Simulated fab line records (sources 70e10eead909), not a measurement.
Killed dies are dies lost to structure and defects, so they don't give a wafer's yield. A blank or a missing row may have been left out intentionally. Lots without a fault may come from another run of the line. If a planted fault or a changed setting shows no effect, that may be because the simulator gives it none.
fab line records	flow nand_harc	part 1 of 2: steps 1 to 4 of 6
record lots=23	wafers=69	last_day=33
route steps=1302 shown A_STAIRCASE@706
lots that met no fault: from a run of the same line without faults
start_h: hours from the record's first day to the start of the lot's first wafer shown	wait_h: hours since the lot's step before	" the same as in the row above	L1.1+2: a single row standing in for several wafers	- value missing, or start not given	* or withheld: withheld	< > ~ a bound
route shown NAME@n: names a module that has steps shown in the file, with the first one's number in the route	usual: mean/standard deviation of fault-free wafers	same: alike in all rows	chamber/n: place in a boat	sites: per-site readings	_std_site: how widely they spread, as a standard deviation	_edge_site: the outer-site mean with the inner-site mean subtracted	radius_mm: how far each site lies from the wafer's centre	mask NAME#n: copy n	behind: the most recent tool/chamber to have shaped the wafer	hold: why the lot was held/for how many hours/how that ended	device: which transistor (n, p or np) failed to switch	end of line: the same wafers' tests at the end of the route	a step with no rows: only its recipe	killed: dies that structure and defects cost at the first sort, which is not the same as the wafer's yield	map: a wafer's dies, x killed, . not, _ none there
set.NAME: the setting that was run; set.NAME@STEP: the one run at that earlier step	model.NAME: the simulator's own value behind a step, which no gauge read
the route's steps for a sample of lots (tables are steps, rows are wafers)
services: from which hour (start_h, from the record's first day; less than 0 if before it) a tool's chamber was out of use, for how many hours, and why
## steps
# step NHARC_A_STAIRCASE_ETCH_192
# recipe target_depth_a=1000	time_s=40.5	ion_energy_ev=400	c4f8_flow_sccm=20	o2_flow_sccm=10	ar_flow_sccm=withheld	rf_w=600	bias_w=1000	chemistry=C4F8/O2
# usual oes_product_au=0.948/0.01	rf_vpp_V=897/5.1
lot.wafer	tool	chamber	start_h	wait_h	oes_product_au	rf_hours_counter_h	rf_vpp_V
L075.4	rie_diel-09	0	-	-	0.930	10	905
L075.1	"	1	"	"	0.939	11	897
L075.5	"	1	"	"	0.941	-	898
L074.1	rie_diel-09	1	-	-	0.955	11	898
L074.3	"	2	"	"	0.947	15	902
L074.6	"	3	"	"	0.952	-	892
L077.3	rie_diel-09	2	-	-	0.929	20	900
L077.4	"	1	"	"	0.950	-	897
L077.6	"	2	"	"	0.937	-	902
L076.4	rie_diel-02	3	-	-	0.940	55	898
L076.1	"	2	"	"	0.956	50	885
L076.5	"	3	"	"	0.952	-	897
L078.3	rie_diel-09	1	-	-	0.960	22	897
L078.2	"	2	"	"	0.953	24	900
L078.5	"	1	"	"	0.948	-	899
L079.3	rie_diel-02	0	-	-	0.945	4	888
L079.1	"	1	"	"	0.933	3	901
L079.6	"	2	"	"	0.950	-	906
L080.1	rie_diel-13	0	-	-	0.939	29	900
L080.4	"	2	"	"	0.955	29	891
L080.6	"	1	"	"	0.954	-	899
L081.2	rie_diel-09	0	-	-	0.935	36	904
L081.4	"	1	"	"	0.940	38	896
L081.6	"	3	"	"	0.941	-	890
L082.4	rie_diel-02	2	-	-	0.960	14	905
L082.3	"	3	"	"	0.955	15	898
L082.6	"	3	"	"	0.941	-	896
L084.2	rie_diel-02	1	-	-	0.950	16	902
L084.4	"	3	"	"	0.932	24	897
L084.5	"	0	"	"	0.952	-	889
L083.3	rie_diel-13	1	-	-	0.946	24	899
L083.1	"	2	"	"	0.954	41	891
L083.5	"	3	"	"	0.942	-	899
L085.2	rie_diel-13	3	-	-	0.956	47	898
L085.1	"	0	"	"	0.938	45	900
L085.3	"	1	"	"	0.954	26	899
L086.3	rie_diel-09	2	-	-	0.945	50	900
L086.2	"	3	"	"	0.954	52	891
L086.6	"	1	"	"	0.942	-	897
L089.1	rie_diel-13	2	-	-	0.940	55	891
L089.4	"	1	"	"	0.947	-	900
L089.6	"	3	"	"	0.959	-	896
L088.1	rie_diel-02	1	-	-	0.934	29	901
L088.4	"	0	"	"	0.961	33	890
L088.5	"	1	"	"	0.934	-	899
L091.2	rie_diel-02	1	-	-	0.923	32	900
L091.3	"	3	"	"	0.929	42	895
L091.6	"	1	"	"	0.932	-	900
L090.1	rie_diel-02	1	-	-	0.936	36	899
L090.5	"	1	"	"	0.938	-	900
L090.6	"	2	"	"	0.964	-	906
L093.4	rie_diel-13	1	-	-	0.947	2	899
L093.3	"	2	"	"	0.954	2	892
L093.6	"	1	"	"	0.948	-	899
L092.4	rie_diel-09	2	-	-	0.962	14	900
L092.6	"	3	"	"	0.956	-	890
L092.5	"	0	"	"	0.937	-	904
L094.2	rie_diel-13	1	-	-	0.960	10	899
L094.1	"	2	"	"	0.954	12	890
L094.4	"	0	"	"	0.954	13	899
L095.3	rie_diel-02	1	-	-	0.927	48	902
L095.2	"	2	"	"	0.943	56	905
L095.6	"	0	"	"	0.950	-	891
L096.4	rie_diel-09	0	-	-	0.924	24	904
L096.2	"	1	"	"	0.928	28	896
L096.5	"	3	"	"	0.943	-	890
L097.4	rie_diel-13	2	-	-	0.949	20	891
L097.2	"	0	"	"	0.959	21	898
L097.5	"	3	"	"	0.959	-	896
# step NHARC_A_STAIRCASE_TRIM_233
# recipe time_s=211.2	o2_flow_sccm=500	ar_flow_sccm=0	bias_w=0	chemistry=O2
# usual drypump_motor_current_A=5.8/0.43	oes_product_au=1.001/0.01	rf_vpp_V=57.9/0.85	showerhead_plenum_p_Torr=3.56/0.14	throttle_valve_pct=17.036/0.009
lot.wafer	tool	chamber	start_h	wait_h	drypump_motor_current_A	oes_product_au	rf_hours_counter_h	rf_vpp_V	showerhead_plenum_p_Torr	throttle_valve_pct
L074.1	rie_diel-09	2	-	-	6.4	1.004	18	58.8	3.67	17.037
L074.3	"	1	"	"	5.5	1.011	16	57.6	3.58	17.038
L074.6	"	2	"	"	6.4	0.996	-	59.0	3.67	17.053
L075.4	rie_diel-02	3	-	-	5.7	1.006	51	57.4	3.56	17.030
L075.1	"	0	"	"	6.3	0.992	52	57.0	3.35	17.020
L075.5	"	2	"	"	5.6	0.994	-	56.4	3.27	17.025
L077.3	rie_diel-02	3	-	-	5.7	0.994	56	59.1	3.56	17.045
L077.4	"	1	"	"	5.2	1.023	-	57.3	3.67	17.043
L077.6	"	2	"	"	5.6	1.005	-	59.2	3.27	17.024
L076.1	rie_diel-02	1	-	-	5.1	1.020	47	57.1	3.67	17.034
L076.4	"	0	"	"	6.3	0.993	56	56.4	3.35	17.039
L076.5	"	2	"	"	5.7	0.992	-	56.3	3.27	17.031
L078.3	rie_diel-09	1	-	-	5.5	1.008	24	57.5	3.57	17.047
L078.2	"	3	"	"	4.9	1.005	22	55.7	3.40	17.029
L078.5	"	2	"	"	6.3	1.006	-	59.2	3.67	17.034
L079.1	rie_diel-02	1	-	-	5.2	0.990	4	59.2	3.66	17.053
L079.3	"	3	"	"	5.7	0.983	5	58.7	3.56	17.030
L079.6	"	0	"	"	6.3	0.998	-	58.4	3.35	17.043
L080.4	rie_diel-02	0	-	-	6.3	1.004	6	58.5	3.35	17.035
L080.1	"	1	"	"	5.1	0.980	5	57.9	3.66	17.049
L080.6	"	0	"	"	6.3	1.001	-	57.6	3.35	17.038
L081.4	rie_diel-13	0	-	-	5.9	0.986	35	57.4	3.63	17.032
L081.2	"	1	"	"	6.0	0.993	16	59.3	3.62	17.031
L081.6	"	0	"	"	5.9	0.979	-	57.9	3.63	17.035
L082.3	rie_diel-02	0	-	-	6.3	1.000	17	56.7	3.34	17.043
L082.4	"	3	"	"	5.7	0.990	19	56.6	3.55	17.042
L082.6	"	0	"	"	6.3	0.999	-	57.3	3.34	17.052
L084.2	rie_diel-02	2	-	-	5.6	1.023	22	58.0	3.79	17.042
L084.4	"	3	"	"	5.7	0.994	25	59.3	3.55	17.049
L084.5	"	1	"	"	5.2	0.990	-	57.0	3.65	17.032
L083.3	rie_diel-02	2	-	-	5.6	1.020	23	58.0	3.79	17.038
L083.1	"	1	"	"	5.2	0.991	18	58.6	3.65	17.039
L083.5	"	3	"	"	5.7	0.975	-	57.6	3.55	17.047
L085.1	rie_diel-09	0	-	-	6.2	1.001	49	58.0	3.75	17.042
L085.2	"	1	"	"	5.5	1.005	49	58.9	3.56	17.041
L085.3	"	3	"	"	5.0	1.007	53	55.3	3.38	17.029
L086.2	rie_diel-13	1	-	-	5.9	1.000	29	58.2	3.61	17.039
L086.3	"	2	"	"	5.8	1.009	45	57.4	3.39	17.029
L086.6	"	0	"	"	5.9	0.989	-	58.0	3.62	17.034
L089.1	rie_diel-09	0	-	-	6.2	0.998	0	57.7	3.74	17.036
L089.4	"	1	"	"	5.5	1.015	0	58.0	3.55	17.024
L089.6	"	1	"	"	5.5	1.020	-	57.2	3.55	17.046
L088.4	rie_diel-09	0	-	-	6.2	0.990	2	57.2	3.74	17.026
L088.1	"	2	"	"	6.3	1.009	2	58.1	3.65	17.028
L088.5	"	0	"	"	6.2	0.993	-	59.7	3.74	17.037
L091.3	rie_diel-13	3	-	-	5.9	1.029	2	57.1	3.53	17.032
L091.2	"	0	"	"	5.9	1.008	2	59.0	3.61	17.038
L091.6	"	2	"	"	5.8	1.011	-	57.4	3.39	17.028
L093.4	rie_diel-09	0	-	-	6.2	0.983	11	57.0	3.74	17.048
L093.3	"	3	"	"	4.9	1.009	11	58.7	3.37	17.030
L093.6	"	1	"	"	5.5	1.005	-	58.2	3.55	17.028
L090.1	rie_diel-09	2	-	-	6.3	1.002	13	57.5	3.64	17.039
L090.5	"	3	"	"	5.0	1.005	-	57.8	3.37	17.052
L090.6	"	0	"	"	6.2	0.984	-	58.1	3.74	17.047
L092.4	rie_diel-13	2	-	-	5.8	1.002	10	56.8	3.38	17.043
L092.6	"	2	"	"	5.8	1.001	-	56.8	3.38	17.031
L092.5	"	3	"	"	5.9	1.009	-	57.5	3.52	17.018
L094.2	rie_diel-09	2	-	-	6.3	1.004	19	58.7	3.64	17.032
L094.1	"	3	"	"	4.9	0.995	17	58.4	3.37	17.037
L094.4	"	0	"	"	6.2	0.992	17	56.7	3.73	17.029
L095.3	rie_diel-09	0	-	-	6.2	0.989	17	57.3	3.73	17.044
L095.2	"	1	"	"	5.5	1.003	19	58.7	3.54	17.039
L095.6	"	2	"	"	6.4	1.013	-	56.8	3.64	17.018
L096.4	rie_diel-02	3	-	-	5.7	1.009	2	58.4	3.53	17.045
L096.2	"	0	"	"	6.3	0.986	2	57.7	3.32	17.044
L096.5	"	2	"	"	5.6	1.006	-	59.2	3.77	17.030
L097.4	rie_diel-09	3	-	-	5.0	0.993	27	58.5	3.36	17.040
L097.2	"	2	"	"	6.3	1.020	31	56.8	3.63	17.035
L097.5	"	3	"	"	4.9	0.996	-	59.1	3.36	17.028
# step NHARC_A_STAIRCASE_ETCH_234
# recipe target_depth_a=1000	time_s=40.5	ion_energy_ev=400	c4f8_flow_sccm=20	o2_flow_sccm=10	ar_flow_sccm=withheld	rf_w=600	bias_w=1000	chemistry=C4F8/O2
# usual oes_product_au=0.946/0.011	rf_vpp_V=897/5.2
lot.wafer	tool	chamber	start_h	wait_h	oes_product_au	rf_hours_counter_h	rf_vpp_V
L074.3	rie_diel-09	0	-	-	0.938	15	905
L074.1	"	1	"	"	0.937	16	897
L074.6	"	1	"	"	0.929	-	898
L075.4	rie_diel-02	1	-	-	0.968	42	901
L075.1	"	3	"	"	0.952	51	896
L075.5	"	0	"	"	0.946	-	889
L077.3	rie_diel-02	3	-	-	0.956	56	897
L077.4	"	3	"	"	0.951	-	898
L077.6	"	1	"	"	0.956	-	902
L076.1	rie_diel-02	1	-	-	0.955	47	901
L076.4	"	3	"	"	0.946	57	896
L076.5	"	0	"	"	0.936	-	889
L078.2	rie_diel-09	1	-	-	0.951	24	896
L078.3	"	2	"	"	0.945	25	901
L078.5	"	0	"	"	0.948	-	906
L079.3	rie_diel-02	3	-	-	0.937	5	897
L079.1	"	1	"	"	0.940	5	901
L079.6	"	0	"	"	0.963	-	889
L080.1	rie_diel-02	2	-	-	0.940	5	905
L080.4	"	3	"	"	0.925	6	897
L080.6	"	1	"	"	0.933	-	900
L081.2	rie_diel-13	1	-	-	0.942	16	900
L081.4	"	3	"	"	0.945	38	896
L081.6	"	2	"	"	0.951	-	891
L082.4	rie_diel-02	1	-	-	0.928	14	901
L082.3	"	2	"	"	0.953	16	906
L082.6	"	2	"	"	0.950	-	904
L084.2	rie_diel-02	0	-	-	0.939	20	888
L084.4	"	1	"	"	0.920	18	900
L084.5	"	0	"	"	0.954	-	889
L083.1	rie_diel-02	2	-	-	0.957	23	905
L083.3	"	3	"	"	0.931	26	897
L083.5	"	1	"	"	0.934	-	900
L085.2	rie_diel-09	2	-	-	0.957	52	902
L085.3	"	0	"	"	0.943	49	905
L085.1	"	1	"	"	0.939	49	897
L086.3	rie_diel-13	0	-	-	0.944	47	900
L086.2	"	1	"	"	0.948	29	898
L086.6	"	3	"	"	0.943	-	896
L089.4	rie_diel-09	2	-	-	0.956	0	900
L089.1	"	1	"	"	0.962	0	896
L089.6	"	2	"	"	0.965	-	899
L088.1	rie_diel-09	3	-	-	0.945	1	889
L088.4	"	2	"	"	0.950	2	900
L088.5	"	0	"	"	0.938	-	904
L091.3	rie_diel-13	2	-	-	0.933	2	890
L091.2	"	0	"	"	0.944	2	899
L091.6	"	2	"	"	0.936	-	891
L093.3	rie_diel-09	2	-	-	0.952	12	899
L093.4	"	0	"	"	0.935	11	903
L093.6	"	3	"	"	0.956	-	890
L090.1	rie_diel-09	0	-	-	0.915	12	903
L090.6	"	2	"	"	0.953	-	901
L090.5	"	3	"	"	0.931	-	889
L092.4	rie_diel-13	0	-	-	0.944	12	898
L092.6	"	3	"	"	0.955	-	895
L092.5	"	0	"	"	0.948	-	898
L094.1	rie_diel-09	1	-	-	0.952	18	896
L094.2	"	2	"	"	0.958	19	899
L094.4	"	3	"	"	0.956	17	890
L095.3	rie_diel-09	0	-	-	0.946	17	903
L095.2	"	2	"	"	0.954	19	901
L095.6	"	1	"	"	0.938	-	897
L096.4	rie_diel-02	0	-	-	0.943	3	888
L096.2	"	1	"	"	0.950	2	899
L096.5	"	1	"	"	0.937	-	900
L097.4	rie_diel-09	0	-	-	0.934	26	903
L097.2	"	1	"	"	0.950	29	896
L097.5	"	1	"	"	0.942	-	896
# step NHARC_A_STAIRCASE_DESCUM_270
# recipe time_s=3	o2_flow_sccm=200	ar_flow_sccm=0	bias_power_w=0	chemistry=O2
# usual drypump_motor_current_A=5.8/0.37	oes_product_au=1.001/0.0097	rf_vpp_V=57.9/0.86	showerhead_plenum_p_Torr=1.93/0.078	throttle_valve_pct=11.313/0.0086
lot.wafer	tool	chamber	start_h	wait_h	drypump_motor_current_A	oes_product_au	rf_hours_counter_h	rf_vpp_V	showerhead_plenum_p_Torr	throttle_valve_pct
L074.1	rie_diel-13	2	372.07	-	5.8	1.000	8	58.1	1.85	11.336
L074.3	"	3	"	"	5.9	1.007	8	58.6	1.93	11.321
L074.6	"	2	"	"	5.8	0.999	-	57.4	1.85	11.307
L075.4	rie_diel-02	2	375.08	-	5.6	1.002	47	57.9	1.76	11.311
L075.1	"	3	"	"	5.7	1.003	52	56.9	1.93	11.310
L075.5	"	3	"	"	5.7	1.001	-	56.9	1.93	11.304
L077.4	rie_diel-09	2	393.68	-	6.3	1.001	25	59.6	1.99	11.316
L077.3	"	0	"	"	6.2	1.000	21	58.5	2.05	11.311
L077.6	"	2	"	"	6.3	1.005	-	57.8	1.99	11.302
L076.1	rie_diel-13	2	399.00	-	5.8	1.001	21	57.1	1.84	11.309
L076.4	"	3	"	"	5.9	0.999	22	59.7	1.93	11.318
L076.5	"	1	"	"	5.9	1.008	-	57.8	1.97	11.309
L078.3	rie_diel-13	3	400.50	-	5.9	0.992	23	57.7	1.93	11.315
L078.2	"	2	"	"	5.8	0.998	21	56.5	1.84	11.316
L078.5	"	3	"	"	5.9	0.995	-	59.1	1.93	11.304
L079.3	rie_diel-02	1	425.78	-	5.1	0.985	5	59.2	1.99	11.316
L079.1	"	0	"	"	6.3	1.001	6	57.5	1.81	11.328
L079.6	"	1	"	"	5.2	0.984	-	58.0	1.99	11.332
L080.4	rie_diel-02	3	436.05	-	5.7	0.990	9	57.0	1.93	11.301
L080.1	"	1	"	"	5.1	0.985	7	58.6	1.99	11.297
L080.6	"	0	"	"	6.3	0.996	-	56.9	1.81	11.325
L081.4	rie_diel-13	1	446.33	-	5.9	1.007	17	58.9	1.96	11.311
L081.2	"	2	"	"	5.8	1.007	34	58.3	1.84	11.326
L081.6	"	1	"	"	5.9	1.004	-	58.9	1.96	11.312
L082.3	rie_diel-09	2	465.32	-	6.3	1.012	49	58.3	1.99	11.324
L082.4	"	0	"	"	6.2	1.012	46	58.0	2.04	11.316
L082.6	"	1	"	"	5.5	1.001	-	58.1	1.93	11.327
L084.4	rie_diel-02	2	477.47	-	5.6	1.018	24	59.3	2.07	11.289
L084.2	"	3	"	"	5.7	0.987	27	59.9	1.92	11.314
L084.5	"	2	"	"	5.6	1.004	-	58.5	2.07	11.310
L083.1	rie_diel-09	1	479.32	-	5.5	0.999	49	58.9	1.93	11.328
L083.3	"	2	"	"	6.3	0.997	52	58.4	1.99	11.315
L083.5	"	0	"	"	6.2	0.997	-	56.9	2.04	11.319
L086.2	rie_diel-13	2	485.41	-	5.8	1.014	47	57.2	1.83	11.316
L086.3	"	1	"	"	5.9	1.012	31	57.6	1.96	11.324
L086.6	"	2	"	"	5.8	1.013	-	58.4	1.83	11.300
L085.2	rie_diel-02	3	485.57	-	5.7	0.986	29	58.1	1.92	11.320
L085.1	"	1	"	"	5.1	0.991	21	57.7	1.98	11.300
L085.3	"	2	"	"	5.6	1.013	26	57.2	2.07	11.304
L089.4	rie_diel-13	3	517.95	-	5.9	1.002	63	58.2	1.91	11.317
L089.1	"	0	"	"	5.9	0.991	59	58.1	1.96	11.319
L089.6	"	1	"	"	5.9	0.996	-	59.2	1.96	11.313
L088.1	rie_diel-09	3	523.14	-	5.0	1.006	3	58.4	1.82	11.308
L088.4	"	0	"	"	6.2	0.979	3	58.4	2.04	11.318
L088.5	"	3	"	"	5.0	0.998	-	57.3	1.82	11.317
L091.2	rie_diel-13	0	539.03	-	5.9	1.005	7	58.4	1.96	11.327
L091.3	"	1	"	"	5.9	0.995	5	58.1	1.95	11.314
L091.6	"	0	"	"	5.9	1.007	-	58.4	1.96	11.324
L093.4	rie_diel-09	3	548.62	-	5.0	1.001	13	57.7	1.82	11.317
L093.3	"	0	"	"	6.2	0.979	13	59.2	2.03	11.315
L093.6	"	1	"	"	5.5	1.011	-	57.8	1.92	11.321
L090.1	rie_diel-02	1	549.46	-	5.2	0.982	45	57.9	1.98	11.339
L090.5	"	1	"	"	5.1	0.985	-	57.5	1.98	11.313
L090.6	"	2	"	"	5.6	0.997	-	58.7	2.06	11.301
L092.4	rie_diel-02	2	566.19	-	5.6	1.009	58	57.2	2.06	11.311
L092.5	"	3	"	"	5.7	0.982	-	57.7	1.91	11.311
L092.6	"	0	"	"	6.2	1.004	-	56.0	1.79	11.301
L094.1	rie_diel-13	3	573.89	-	5.9	1.007	20	57.1	1.91	11.314
L094.4	"	0	"	"	5.9	0.996	17	58.2	1.96	11.306
L094.2	"	1	"	"	5.9	1.004	14	57.7	1.95	11.314
L095.2	rie_diel-09	3	577.48	-	4.9	0.994	24	59.9	1.82	11.305
L095.3	"	0	"	"	6.2	0.986	22	58.9	2.03	11.308
L095.6	"	1	"	"	5.5	0.995	-	57.7	1.92	11.297
L096.4	rie_diel-02	2	598.68	-	5.7	1.020	5	57.9	2.06	11.299
L096.2	"	0	"	"	6.2	0.991	5	57.6	1.79	11.313
L096.5	"	1	"	"	5.1	1.006	-	58.8	1.97	11.305
L097.2	rie_diel-13	2	598.83	-	5.8	1.007	25	56.1	1.82	11.317
L097.4	"	0	"	"	5.9	1.000	28	57.9	1.96	11.303
L097.5	"	2	"	"	5.8	1.000	-	58.4	1.82	11.314
